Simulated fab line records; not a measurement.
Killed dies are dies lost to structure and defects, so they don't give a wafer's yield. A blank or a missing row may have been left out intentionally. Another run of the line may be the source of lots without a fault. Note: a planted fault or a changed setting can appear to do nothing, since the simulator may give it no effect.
fab line records	flow n5-finfet
[record] lots = 9	wafers = 25	last-day = 19
route steps=1938 shown BEOL_M4@1111 TV_OPEN@1889 PAD_METAL@1896 PASSIVATION@1906
lots untouched by any fault: they come from a run of this same line in which no faults occurred
start-h: hours from the record's opening day to when the first of the lot's shown wafers began	wait-h: hours since the lot's step before	" the same as in the row above	L1.1+2: several wafers, shown together as one row	- either no value or no given start	* or withheld: withheld	< > ~ a bound
route shown NAME@n: NAME is a module with steps in the file, n the number in the route of the first one	usual: mean/standard deviation taken from wafers without a fault	same: alike in all rows	chamber/n: place in a boat	sites: each site's reading	_std_site: how widely they spread, as a standard deviation	_edge_site: inner sites' mean taken away from outer sites' mean	radius-mm: for every site, how far away it sits from the centre of the wafer	mask NAME#n: copy n	behind: the most recent tool/chamber to have shaped the wafer	hold: the reason the lot was held/the length of the hold in hours/how it ended	device: the n, p or np transistor that did not switch	end of line: tests of these same wafers at the route's end	step lacking rows: just its recipe	killed: at the first sort, the dies lost to defects and structure; wafer yield is something else	map: the dies of a wafer, with x for killed, . for not killed, _ for no die there
set.NAME: the setting the step ran with; set.NAME@STEP: the setting that earlier step ran with	model.NAME: the simulator's own value behind a step, which no gauge read
the route's steps for a sample of lots (tables are steps, rows are wafers)
services: a tool's chamber out of use, with start hour (start-h, from the record's first day; less than 0 if before it), hours out, and reason
[[steps]]
[step N5_BEOL_M4_RC_MEAS_101]
[usual] DIBL_N = 35.1/1.6	DIBL_P = 34.9/1.8	IOFF_N = 0.143/0.026	IOFF_P = 0.21/0.037	ION_N = 671/11	ION_P = 463/7.8	SS_N = 71.2/0.58	SS_P = 73.0/0.54	VT_N = 251/3	VT_P = -250/4.1
lot.wafer	tool	chamber	start-h	wait-h	DIBL_N[mV/V]	DIBL_P[mV/V]	IOFF_N[nA/um]	IOFF_P[nA/um]	ION_N[uA/um]	ION_P[uA/um]	SS_N[mV/dec]	SS_P[mV/dec]	VT_N[mV]	VT_P[mV]
L888.1	prober-02	0	191.28	0.0	32.9	32.2	0.110	0.18	663	462	69.8	72.5	255	-249
L888.4	"	0	"	"	34.7	34.7	0.137	0.21	678	472	70.9	72.8	250	-248
L888.5	"	0	"	"	35.1	35.1	0.147	0.22	680	464	71.3	72.7	252	-249
L890.1	prober-01	0	198.56	0.0	31.5	31.2	0.092	0.12	661	455	69.7	72.1	259	-260
L890.2	"	0	"	"	35.8	35.1	0.149	0.16	655	450	71.0	72.9	251	-255
L890.3	"	0	"	"	33.8	33.7	0.122	0.15	663	453	70.4	73.3	252	-256
L891.2	prober-02	0	211.34	0.2	33.6	34.0	0.139	0.22	672	467	71.6	73.1	250	-246
L891.4	"	0	"	"	31.6	31.3	0.109	0.18	659	467	70.8	71.9	252	-249
L891.6	"	0	"	"	31.3	31.5	0.106	0.18	655	457	70.6	71.9	253	-247
L899.2	prober-02	0	283.70	0.2	35.3	36.7	0.158	0.22	678	469	71.9	74.3	248	-250
L899.6	"	0	"	"	35.3	36.2	0.158	0.21	680	469	71.5	73.1	250	-249
L901.2	prober-01	0	292.09	0.2	34.3	32.9	0.113	0.21	654	457	70.6	72.9	259	-250
L901.5	"	0	"	"	39.0	37.7	0.201	0.29	676	466	72.7	74.2	249	-243
L902.2	prober-02	0	311.55	0.2	34.6	33.5	0.104	0.17	647	447	71.2	73.7	256	-256
L902.3	"	0	"	"	35.2	34.0	0.122	0.18	660	455	70.7	73.1	254	-253
L902.4	"	0	"	"	35.7	33.9	0.121	0.18	653	454	70.8	73.1	256	-253
L905.1	prober-01	0	317.73	0.0	33.6	33.2	0.113	0.18	655	462	70.6	72.5	253	-249
L905.2	"	0	"	"	36.4	36.0	0.156	0.22	676	475	71.6	73.7	252	-248
L905.4	"	0	"	"	33.3	32.2	0.106	0.16	656	455	70.8	71.9	255	-252
L906.1	prober-01	0	330.80	0.0	34.3	33.8	0.121	0.19	656	450	71.3	72.6	253	-251
L906.2	"	0	"	"	37.4	38.1	0.175	0.26	675	472	71.4	73.6	249	-247
L906.3	"	0	"	"	36.3	36.9	0.154	0.23	674	472	71.2	72.7	251	-250
L907.1	prober-02	0	331.02	0.0	38.4	38.9	0.223	0.25	674	451	72.7	74.1	250	-248
L907.4	"	0	"	"	33.5	34.8	0.133	0.19	675	461	70.7	72.9	252	-248
L907.5	"	0	"	"	35.1	36.8	0.157	0.21	681	466	70.6	73.5	248	-252
[step N5_PASSIVATION_STRIP_14]
[recipe] chemistry = O2	power-w = 600	temp-c = 60	pressure-mtorr = 30	rf-frequency-hz = 6e+07	bias-power-w = 0	overash-fraction = 0.5	o2-flow-sccm = 225
[usual] chamber-pressure-mTorr = 30.01/0.053	drypump-motor-current-A = 5.6/0.31	o2-flow-sccm = 224.9/0.58	oes-product-au = 0.77/0.091	rf-vpp-V = 3.7/0.92	showerhead-plenum-p-Torr = 2.11/0.069	throttle-valve-pct = 16.89/0.22
lot.wafer	tool	chamber	start-h	wait-h	chamber-pressure-mTorr	drypump-motor-current-A	o2-flow-sccm	oes-product-au	rf-hours-counter-h	rf-vpp-V	showerhead-plenum-p-Torr	throttle-valve-pct
L888.1	rie-diel-02	0	310.50	0.1	30.12	5.8	224.5	0.82	86	4.9	2.05	16.44
L888.4	"	1	"	"	29.91	5.6	224.6	0.71	220	4.6	2.16	16.97
L888.5	"	1	"	"	29.94	5.6	225.5	0.69	-	3.7	2.16	16.99
L890.1	rie-diel-02	2	323.30	0.1	30.05	5.6	224.4	0.69	234	2.7	2.04	16.92
L890.2	"	0	"	"	30.02	5.8	225.2	0.83	90	3.3	2.04	16.41
L890.3	"	1	"	"	30.09	5.6	225.1	0.71	224	3.0	2.16	16.97
L891.2	rie-diel-02	1	326.52	0.1	29.95	5.6	223.8	0.70	224	4.6	2.16	16.99
L891.4	"	0	"	"	29.99	5.8	224.5	0.80	91	4.4	2.04	16.42
L891.6	"	0	"	"	29.93	5.8	225.8	0.81	-	6.1	2.04	16.41
L899.2	rie-diel-03	2	381.77	0.1	30.02	5.4	225.8	0.71	197	2.9	2.08	17.07
L899.6	"	0	"	"	30.06	5.4	224.9	0.71	-	4.3	2.09	16.92
L901.2	rie-diel-03	0	401.10	0.1	30.02	5.4	225.5	0.71	233	3.4	2.09	16.93
L901.5	"	1	"	"	29.98	5.9	225.4	0.83	-	3.7	2.21	16.72
L902.2	rie-diel-03	0	405.79	0.1	30.12	5.5	224.8	0.71	234	4.0	2.08	16.94
L902.3	"	2	"	"	30.01	5.3	224.7	0.72	203	2.7	2.08	17.10
L902.4	"	2	"	"	29.97	5.4	225.2	0.71	-	2.8	2.08	17.12
L905.1	rie-diel-01	1	414.55	0.1	29.96	6.1	225.1	0.97	7	4.2	2.06	16.63
L905.2	"	3	"	"	30.00	6.4	224.9	0.69	234	5.3	1.97	16.82
L905.4	"	2	"	"	30.03	5.5	224.7	0.67	250	2.5	2.14	17.18
L906.1	rie-diel-03	0	442.83	0.1	30.01	5.4	225.2	0.69	248	4.4	2.08	16.95
L906.2	"	2	"	"	30.02	5.3	225.3	0.71	217	2.2	2.07	17.15
L906.3	"	1	"	"	29.97	5.9	224.5	0.82	70	3.0	2.20	16.77
L907.1	rie-diel-03	1	447.20	0.1	30.04	5.9	225.6	0.83	71	4.5	2.20	16.77
L907.4	"	0	"	"	30.00	5.4	225.0	0.69	249	4.1	2.08	16.96
L907.5	"	3	"	"	30.01	5.5	224.2	0.96	-	5.5	2.08	16.76
[step N5_PASSIVATION_AL_DEP_21]
[recipe] material = Al	target-thk-a = 28000	temp-c = 400	time-s = 170	power-w = 30000	chamber-pressure-pa = 0.4	gas = Ar
[usual] substrate-temp-c = 399.98/0.25	throttle-valve-pct = 30.9/0.96
lot.wafer	tool	chamber	start-h	wait-h	substrate-temp-c	throttle-valve-pct
L888.1	pvd-sputter-02	-	310.95	0.1	399.94	31.6
L888.4	"	-	"	"	399.95	30.1
L888.5	"	-	"	"	399.61	31.5
L890.1	pvd-sputter-03	-	326.04	0.1	399.83	31.4
L890.2	"	-	"	"	400.12	28.6
L890.3	"	-	"	"	399.98	30.5
L891.2	pvd-sputter-03	-	327.20	0.1	399.87	30.5
L891.4	"	-	"	"	399.74	30.8
L891.6	"	-	"	"	399.78	31.2
L899.2	pvd-sputter-01	-	382.54	0.1	399.99	32.1
L899.6	"	-	"	"	399.92	31.0
L901.2	pvd-sputter-02	-	403.82	0.1	399.68	31.5
L901.5	"	-	"	"	400.03	32.5
L902.2	pvd-sputter-02	-	406.64	0.1	399.63	32.3
L902.3	"	-	"	"	400.29	31.7
L902.4	"	-	"	"	399.94	29.8
L905.1	pvd-sputter-02	-	415.00	0.1	399.66	32.2
L905.2	"	-	"	"	400.16	30.2
L905.4	"	-	"	"	400.24	31.5
L906.1	pvd-sputter-01	-	443.24	0.1	399.71	30.7
L906.2	"	-	"	"	400.14	32.1
L906.3	"	-	"	"	400.00	30.7
L907.1	pvd-sputter-01	-	447.79	0.1	400.34	30.6
L907.4	"	-	"	"	400.55	30.3
L907.5	"	-	"	"	399.94	32.1
[step N5_PASSIVATION_OVL_MEAS_63]
[recipe] points-per-wafer = 44
[usual] PAD_OVL = -1/5.1
lot.wafer	tool	chamber	start-h	wait-h	PAD_OVL[nm]
L888.1	overlay-02	0	311.70	0.0	3
L888.4	"	0	"	"	-5
L888.5	"	0	"	"	-3
L890.1	overlay-02	0	326.54	0.0	-1
L890.2	"	0	"	"	-12
L890.3	"	0	"	"	-2
L891.2	overlay-01	0	327.70	0.0	3
L891.4	"	0	"	"	-3
L891.6	"	0	"	"	-7
L899.2	overlay-01	0	383.16	0.0	-1
L899.6	"	0	"	"	3
L901.2	overlay-02	0	404.32	0.0	-6
L901.5	"	0	"	"	5
L902.2	overlay-02	0	407.14	0.0	-3
L902.3	"	0	"	"	-6
L902.4	"	0	"	"	-3
L905.1	overlay-02	0	415.52	0.0	1
L905.2	"	0	"	"	-6
L905.4	"	0	"	"	2
L906.1	overlay-02	0	443.74	0.0	-13
L906.2	"	0	"	"	-5
L906.3	"	0	"	"	-2
L907.1	overlay-02	0	448.29	0.0	2
L907.4	"	0	"	"	7
L907.5	"	0	"	"	3
[step N5_PASSIVATION_ETCH_54]
[recipe] chemistry = CHF3/O2	target = SiO2	target-depth-a = 8800	CHF3_flow_sccm = 50	O2_flow_sccm = 5	Ar_flow_sccm = 200	time-s = 440	mask-material = PR	pressure-mtorr = 30	source-w = 650	bias-w = 170	ion-energy-ev = 200
[usual] chamber-pressure-mTorr = 30.000/0.029	drypump-motor-current-A = 5.69/0.26	oes_ar_750_au = 0.81/0.056	oes-product-au = 0.81/0.053	rf-vpp-V = 526/11	showerhead-plenum-p-Torr = 2.45/0.075	throttle-valve-pct = 18.69/0.23
lot.wafer	tool	chamber	start-h	wait-h	chamber-pressure-mTorr	drypump-motor-current-A	oes_ar_750_au	oes-product-au	rf-hours-counter-h	rf-vpp-V	showerhead-plenum-p-Torr	throttle-valve-pct
L888.1	rie-diel-06	2	318.12	0.1	29.999	5.76	0.82	0.80	91	541	2.54	18.54
L888.4	"	0	"	"	30.015	5.56	0.78	0.79	99	522	2.52	18.86
L888.5	"	0	"	"	30.031	5.58	0.78	0.79	-	522	2.52	18.87
L890.1	rie-diel-05	3	328.92	0.1	30.010	5.92	0.86	0.85	45	511	2.37	18.78
L890.2	"	0	"	"	30.045	5.55	0.74	0.73	167	524	2.40	18.57
L890.3	"	1	"	"	29.985	5.82	0.83	0.82	75	525	2.44	18.36
L891.2	rie-diel-06	0	330.08	0.1	29.983	5.55	0.78	0.80	102	522	2.52	18.88
L891.4	"	1	"	"	29.941	5.60	0.79	0.78	131	533	2.33	18.68
L891.6	"	2	"	"	29.948	5.76	0.81	0.80	-	542	2.54	18.55
L899.2	rie-diel-06	2	385.36	0.1	29.961	5.77	0.80	0.78	113	542	2.54	18.58
L899.6	"	0	"	"	30.031	5.59	0.76	0.77	-	522	2.51	18.90
L901.2	rie-diel-06	2	406.56	0.1	29.936	5.77	0.78	0.78	120	541	2.53	18.58
L901.5	"	1	"	"	29.924	5.59	0.77	0.76	-	532	2.33	18.72
L902.2	rie-diel-06	1	409.20	0.1	29.996	5.63	0.78	0.76	157	533	2.33	18.73
L902.3	"	3	"	"	29.962	5.27	0.87	0.85	72	513	2.45	18.39
L902.4	"	2	"	"	30.028	5.73	0.79	0.78	120	542	2.53	18.60
L905.1	rie-diel-05	3	417.98	0.1	30.012	5.94	0.82	0.82	73	509	2.36	18.83
L905.2	"	0	"	"	29.990	5.56	0.71	0.71	195	523	2.39	18.61
L905.4	"	2	"	"	29.974	6.14	0.74	0.75	159	515	2.40	19.09
L906.1	rie-diel-05	3	446.03	0.1	30.025	5.92	0.81	0.81	83	510	2.36	18.85
L906.2	"	2	"	"	30.055	6.13	0.74	0.74	170	516	2.40	19.13
L906.3	"	1	"	"	30.002	5.79	0.79	0.79	115	523	2.42	18.44
L907.1	rie-diel-04	1	450.47	0.1	30.052	6.00	0.82	0.82	90	522	2.42	18.74
L907.4	"	3	"	"	29.970	6.03	0.76	0.77	132	546	2.53	18.96
L907.5	"	3	"	"	30.001	6.01	0.76	0.78	-	545	2.53	18.96
[step N5_PASSIVATION_PROBE_49]
[usual] defect-limited-yield = 91.1/1.4	killed_at_M0_to_M3 = 36/11	killed_at_M4_up = 14/5.2	killed-at-contacts = 12/6.1	killed-at-front-end = 40/12	killed-at-other = 3.2/2.5	killed-dies = 105/16	killed-on-rim = 14/4.4	killed-open = 68/12	killed-short = 35/8.7	sort_bin_5_function = 5.2/0.89	sort_bin_6_memory = 3.3/0.66	sort-n-pass = 1074/16	sort-yield-pct = 91.1/1.4
[same] gross-dies = 1180	killed-at-back-side = 0	sort_bin_4_leakage[%] = 0	sort_bin_8_speed[%] = 0
lot.wafer	tool	chamber	start-h	wait-h	defect-limited-yield[%]	killed_at_M0_to_M3	killed_at_M4_up	killed-at-contacts	killed-at-front-end	killed-at-other	killed-dies	killed-on-rim	killed-open	killed-short	sort_bin_5_function[%]	sort_bin_6_memory[%]	sort-n-pass	sort-yield-pct[%]
L888.1	prober-02	-	322.67	0.0	91.3	25	16	5	54	3	103	13	61	41	5.5	3.1	1077	91.3
L888.4	prober-02	-	322.82	0.2	91.8	40	18	5	31	3	97	16	71	26	5.5	2.7	1083	91.8
L888.5	prober-02	-	322.87	0.2	92.2	45	15	7	24	1	92	16	58	32	4.2	3.4	1088	92.2
L890.1	prober-01	-	331.73	0.0	91.4	25	16	20	38	3	102	10	55	40	4.5	3.2	1078	91.4
L890.2	prober-01	-	331.78	0.1	92.0	20	15	10	46	3	94	12	64	27	4.2	3.2	1086	92.0
L890.3	prober-01	-	331.83	0.1	91.1	26	18	5	50	6	105	10	71	30	5.2	3.6	1075	91.1
L891.2	prober-01	-	332.91	0.1	92.4	36	16	8	29	1	90	9	54	34	4.1	3.1	1090	92.4
L891.4	prober-01	-	333.01	0.2	92.1	38	12	9	31	3	93	12	57	35	5.2	2.2	1087	92.1
L891.6	prober-01	-	333.11	0.3	92.0	39	11	11	28	5	94	9	54	39	4.1	3.4	1086	92.0
L899.2	prober-01	-	388.19	0.1	83.6	58	13	11	57	55	194	48	95	47	11.4	4.6	986	83.6
L899.6	prober-01	-	388.39	0.3	89.3	61	12	8	41	4	126	18	82	39	6.1	3.9	1054	89.3
L901.2	prober-01	-	409.40	0.1	84.5	35	20	9	44	75	183	43	73	34	11.4	3.7	997	84.5
L901.5	prober-01	-	409.55	0.2	88.8	31	11	13	48	29	132	19	62	47	7.0	3.9	1048	88.8
L902.2	prober-01	-	412.03	0.1	89.2	22	10	6	35	54	127	30	49	24	7.5	3.0	1053	89.2
L902.3	prober-01	-	412.08	0.1	94.1	18	12	4	32	4	70	14	52	18	2.8	2.8	1110	94.1
L902.4	prober-01	-	412.13	0.2	92.0	36	13	10	32	3	94	13	60	34	5.3	2.6	1086	92.0
L907.1	prober-01	-	453.25	0.0	89.7	50	22	12	34	4	122	17	63	53	6.2	3.6	1058	89.7
L907.4	prober-01	-	453.40	0.2	90.3	55	8	21	28	2	114	20	64	45	5.4	4.2	1066	90.3
L907.5	prober-01	-	453.45	0.2	91.3	36	11	29	26	1	103	15	49	48	5.5	2.9	1077	91.3
// killed by level:class
L888.1 STI_FIN_REVEAL:geometric-particle:open=13 BEOL_M4:geometric-particle:open=9 STI_FIN_REVEAL:geometric-particle:short=8 BEOL_M1:geometric-particle:open=7 FIN_SAQP:geometric-particle:open=5 GATE_CUT:geometric-particle:short=5 MOL_CONTACT_COAG:geometric-particle:open=5 ILD0:geometric-particle:open=4
L888.4 STI_FIN_REVEAL:geometric-particle:open=15 BEOL_M0_SAQP:geometric-particle:open=14 BEOL_M4:geometric-particle:open=12 BEOL_M2:geometric-particle:open=8 BEOL_M0_SAQP:geometric-particle:short=6 MOL_CONTACT_COAG:geometric-particle:open=4 BEOL_M1:geometric-particle:open=4 STI_FIN_REVEAL:geometric-particle:short=3
L888.5 BEOL_M0_SAQP:geometric-particle:short=12 BEOL_M0_SAQP:geometric-particle:open=10 BEOL_M1:geometric-particle:open=8 FIN_SAQP:geometric-particle:short=6 MOL_CONTACT_COAG:geometric-particle:open=6 BEOL_M4:geometric-particle:open=6 BEOL_M2:geometric-particle:open=5 ILD0:geometric-particle:open=4
L890.1 MOL_CONTACT_COAG:geometric-particle:open=13 BEOL_M0_SAQP:geometric-particle:short=8 BEOL_M4:geometric-particle:open=8 MOL_CONTACT_COAG:geometric-particle:short=7 FIN_SAQP:geometric-particle:open=6 FIN_SAQP:geometric-particle:short=6 BEOL_M0_SAQP:geometric-particle:open=6 BEOL_M1:geometric-particle:open=6
L890.2 FIN_SAQP:geometric-particle:open=15 MOL_CONTACT_COAG:geometric-particle:open=8 GATE_CUT:geometric-particle:short=7 BEOL_M1:geometric-particle:open=7 BEOL_M4:geometric-particle:open=6 STI_FIN_REVEAL:geometric-particle:open=5 GATE_CUT:geometric-particle:open=5 BEOL_M0_SAQP:geometric-particle:open=5
L890.3 FIN_SAQP:geometric-particle:open=27 BEOL_M0_SAQP:geometric-particle:open=7 BEOL_M1:geometric-particle:open=7 FIN_SAQP:geometric-particle:short=5 GATE_CUT:geometric-particle:short=5 BEOL_M3:geometric-particle:open=4 MOL_CONTACT_COAG:geometric-particle:open=4 BEOL_M4:geometric-particle:open=4
L891.2 BEOL_M0_SAQP:geometric-particle:short=10 BEOL_M0_SAQP:geometric-particle:open=8 MOL_CONTACT_COAG:geometric-particle:open=7 BEOL_M4:geometric-particle:open=7 BEOL_M2:geometric-particle:open=6 FIN_SAQP:geometric-particle:open=5 BEOL_M1:geometric-particle:open=5 STARTING-WAFER:geometric-particle:short=5
L891.4 FIN_SAQP:geometric-particle:open=11 BEOL_M2:geometric-particle:open=11 BEOL_M0_SAQP:geometric-particle:short=9 FIN_SAQP:geometric-particle:short=7 MOL_CONTACT_COAG:geometric-particle:open=6 BEOL_M0_SAQP:geometric-particle:open=5 BEOL_M3:geometric-particle:open=5 DUMMY_GATE:geometric-particle:open=4
L891.6 BEOL_M0_SAQP:geometric-particle:short=13 BEOL_M0_SAQP:geometric-particle:open=8 BEOL_M1:geometric-particle:open=7 FIN_SAQP:geometric-particle:short=6 MOL_CONTACT_COAG:geometric-particle:short=6 MOL_CONTACT_COAG:geometric-particle:open=5 BEOL_M4:geometric-particle:open=5 DUMMY_GATE:geometric-particle:open=4
L899.2 PASSIVATION:area-etch=52 BEOL_M3:geometric-particle:open=14 FIN_SAQP:geometric-particle:short=13 BEOL_M2:geometric-particle:open=12 DUMMY_GATE:geometric-particle:open=10 FIN_SAQP:geometric-particle:open=8 STI_FIN_REVEAL:geometric-particle:open=8 MOL_CONTACT_COAG:geometric-particle:open=8
L899.6 BEOL_M3:geometric-particle:open=14 BEOL_M2:geometric-particle:open=12 FIN_SAQP:geometric-particle:short=10 BEOL_M1:geometric-particle:open=10 DUMMY_GATE:geometric-particle:open=8 BEOL_M0_SAQP:geometric-particle:short=7 BEOL_M4:geometric-particle:open=7 MOL_CONTACT_COAG:geometric-particle:open=6
L901.2 PASSIVATION:area-etch=72 STI_FIN_REVEAL:geometric-particle:open=10 BEOL_M4:geometric-particle:open=10 BEOL_M0_SAQP:geometric-particle:short=8 MOL_CONTACT_COAG:geometric-particle:open=7 BEOL_M0_SAQP:geometric-particle:open=7 GATE_CUT:geometric-particle:short=6 FIN_SAQP:geometric-particle:short=5
L901.5 PASSIVATION:area-etch=21 STI_FIN_REVEAL:geometric-particle:open=15 BEOL_M0_SAQP:geometric-particle:short=12 MOL_CONTACT_COAG:geometric-particle:open=11 GATE_CUT:geometric-particle:short=6 STI_FIN_REVEAL:geometric-particle:short=5 BEOL_M2:geometric-particle:open=5 BEOL_M0_SAQP:geometric-particle:open=5
L902.2 PASSIVATION:area-etch=54 FIN_SAQP:geometric-particle:short=13 FIN_SAQP:geometric-particle:open=7 BEOL_M0_SAQP:geometric-particle:open=7 STI_FIN_REVEAL:geometric-particle:open=6 MOL_CONTACT_COAG:geometric-particle:open=6 BEOL_M3:geometric-particle:open=6 STARTING-WAFER:geometric-particle:short=4
L902.3 STI_FIN_REVEAL:geometric-particle:open=8 FIN_SAQP:geometric-particle:open=7 BEOL_M7:geometric-particle:open=5 DUMMY_GATE:geometric-particle:open=4 BEOL_M2:geometric-particle:open=4 BEOL_M3:geometric-particle:open=4 FIN_SAQP:geometric-particle:short=3 MOL_CONTACT_COAG:geometric-particle:open=3
L902.4 FIN_SAQP:geometric-particle:open=12 BEOL_M1:geometric-particle:open=8 MOL_CONTACT_COAG:geometric-particle:open=7 FIN_SAQP:geometric-particle:short=6 BEOL_M2:geometric-particle:open=6 BEOL_M3:geometric-particle:open=6 BEOL_M0_SAQP:geometric-particle:open=5 BEOL_M0_SAQP:geometric-particle:short=5
L907.1 BEOL_M0_SAQP:geometric-particle:short=15 BEOL_M0_SAQP:geometric-particle:open=11 BEOL_M1:geometric-particle:open=9 FIN_SAQP:geometric-particle:short=8 MOL_CONTACT_COAG:geometric-particle:open=8 BEOL_M1:geometric-particle:short=6 STARTING-WAFER:geometric-particle:short=6 BEOL_M5:geometric-particle:open=5
L907.4 MOL_CONTACT_COAG:geometric-particle:open=15 BEOL_M0_SAQP:geometric-particle:short=13 BEOL_M1:geometric-particle:open=11 BEOL_M0_SAQP:geometric-particle:open=10 BEOL_M1:geometric-particle:short=7 FIN_SAQP:geometric-particle:open=6 MOL_CONTACT_COAG:geometric-particle:short=5 DUMMY_GATE:geometric-particle:open=5
L907.5 MOL_CONTACT_COAG:geometric-particle:short=14 MOL_CONTACT_COAG:geometric-particle:open=14 BEOL_M1:geometric-particle:open=11 BEOL_M1:geometric-particle:short=10 FIN_SAQP:geometric-particle:short=9 BEOL_M4:geometric-particle:open=7 BEOL_M0_SAQP:geometric-particle:short=4 STARTING-WAFER:geometric-particle:short=4
[[services]]
tool	chamber	start-h	hours	kind
rie-diel-04	-	292.12	28.1	pm
rie-diel-04	1	326.00	10.0	repair
rie-diel-03	-	329.81	14.6	pm
rie-diel-05	0	329.85	3.2	repair
rie-diel-01	-	333.19	2.8	pm
rie-diel-05	-	339.29	2.8	pm
rie-diel-04	-	341.02	0.3	repair
rie-diel-05	1	355.98	1.7	repair
rie-diel-02	2	368.90	-	clean
rie-diel-02	2	368.90	-	consumable-replace:focus-ring
rie-diel-02	2	368.90	14.5	scheduled-down
rie-diel-02	2	368.90	14.5	vent-cycle
rie-diel-03	3	389.85	-	clean
rie-diel-03	3	389.85	-	consumable-replace:focus-ring
rie-diel-03	3	389.85	28.8	scheduled-down
rie-diel-03	3	389.85	28.8	vent-cycle
rie-diel-04	-	391.12	0.2	repair
rie-diel-06	0	393.32	5.4	repair
pvd-sputter-02	-	394.73	1.5	repair
rie-diel-02	2	402.51	9.0	repair
rie-diel-02	1	411.61	-	clean
rie-diel-02	1	411.61	-	consumable-replace:focus-ring
rie-diel-02	0	411.74	1.9	repair
pvd-sputter-03	-	440.43	2.1	repair
[[key]]
[first-sign] step = N5_PASSIVATION_PROBE_49	reading = killed-at-other	direction = up	sigmas = 20	usual = 3.2	struck = 53.2
[effect] step = N5_PASSIVATION_PROBE_49	reading = sort_bin_5_function	direction = up	sigmas = 4.7	usual = 5.2	struck = 9.4	wafers-moved = 3
[more-kills-born-at] N5_PASSIVATION_ETCH_54@rie-diel-06 = 199
met-at N5_PASSIVATION_ETCH_54
struck-lots L899,L901,L902
struck-wafers L899.2,L901.2,L901.5,L902.2
not-acting-at N5_PASSIVATION_STRIP_14,N5_PASSIVATION_AL_DEP_21,N5_PASSIVATION_OVL_MEAS_63
onset-between 330.08 385.36
[fault] kind = process-parameter-drift	tool = rie-diel-06	chamber = -	onset-h = 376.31	steps = N5_PASSIVATION_ETCH_54	channel = time-s	offset = *	shape = step	end-h = 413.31	scope = struck-wafers-only	acts-in = *	stated = *
